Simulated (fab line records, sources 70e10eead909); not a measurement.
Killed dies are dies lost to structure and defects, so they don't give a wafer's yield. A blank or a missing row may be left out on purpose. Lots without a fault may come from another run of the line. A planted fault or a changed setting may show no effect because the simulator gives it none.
Chamber matching | flow nand_harc | NHARC_A_CONTACT_ETCH_88 on rie_diel-01: 4 sister chambers
The step etches the open film in CF4, target depth 39 nm, time 65 s. 18 wafers are shown with their chamber, then 9 later ones without.

WAFERS WITH THEIR CHAMBER
wafer  | chamber | drypump_motor_current_A (A) | rf_vpp_V (V) | throttle_valve_pct (%)
L165.1 | 1       | 5.1                         | 150.4        | 13.286
L165.3 | 2       | 5.3                         | 150.2        | 13.269
L165.4 | 0       | 4.8                         | 152.7        | 13.293
L166.1 | 1       | 5.1                         | 150.2        | 13.292
L166.4 | 1       | 5.1                         | 151.2        | 13.291
L166.5 | 3       | 5.9                         | 150.1        | 13.295
L170.1 | 3       | 5.9                         | 149.3        | 13.280
L170.2 | 1       | 5.1                         | 149.9        | 13.275
L170.3 | 0       | 4.9                         | 152.3        | 13.287
L169.1 | 1       | 5.1                         | 150.6        | 13.277
L169.5 | 2       | 5.3                         | 150.2        | 13.273
L169.6 | 3       | 5.9                         | 151.8        | 13.288
L172.2 | 1       | 5.1                         | 150.7        | 13.285
L172.5 | 0       | 4.9                         | 151.5        | 13.278
L172.6 | 3       | 5.8                         | 150.3        | 13.296
L171.3 | 1       | 5.1                         | 150.3        | 13.292
L171.4 | 0       | 4.8                         | 150.0        | 13.292
L171.6 | 2       | 5.3                         | 150.3        | 13.291

SIGNATURES (means of the wafers above)
reading                 | chamber 0 | chamber 1 | chamber 2 | chamber 3 | scatter within a chamber
drypump_motor_current_A | 4.850     | 5.100     | 5.300     | 5.875     | 0.0354
rf_vpp_V                | 151.625   | 150.471   | 150.233   | 150.375   | 0.783
throttle_valve_pct      | 13.28750  | 13.28543  | 13.27767  | 13.28975  | 0.00792
Rule: a wafer's distance from a chamber is the root of the sum, over the readings, of the square of ((its reading less the chamber's mean) divided by the reading's scatter). The wafer belongs to the nearest chamber; if the next one is less than 2 further off, it can't be placed. The scatter: the root of (the sum of the squares of (reading less its chamber's mean) over the shown wafers, divided by (wafers less chambers)).

WAFERS WITHOUT THEIR CHAMBER
wafer  | drypump_motor_current_A (A) | rf_vpp_V (V) | throttle_valve_pct (%)
L177.3 | 5.9                         | 148.6        | 13.297
L177.4 | 5.1                         | 149.0        | 13.298
L177.5 | 5.3                         | 151.2        | 13.292
L187.1 | 4.9                         | 152.0        | 13.273
L187.2 | 5.4                         | 148.9        | 13.289
L187.4 | 5.9                         | 149.6        | 13.279
L188.2 | 5.3                         | 150.4        | 13.272
L188.3 | 4.8                         | 151.5        | 13.263
L188.4 | 5.9                         | 148.2        | 13.283

WHICH CHAMBER EACH WENT THROUGH
wafer  | from the rows above | in truth
L177.3 | 3                   | 3
L177.4 | 1                   | 1
L177.5 | 2                   | 2
L187.1 | 0                   | 0
L187.2 | 2                   | 2
L187.4 | 3                   | 3
L188.2 | 2                   | 2
L188.3 | 0                   | 0
L188.4 | 3                   | 3
Placed correctly: 9 of 9. Can't be placed from these rows: 0. Placed wrongly: 0.
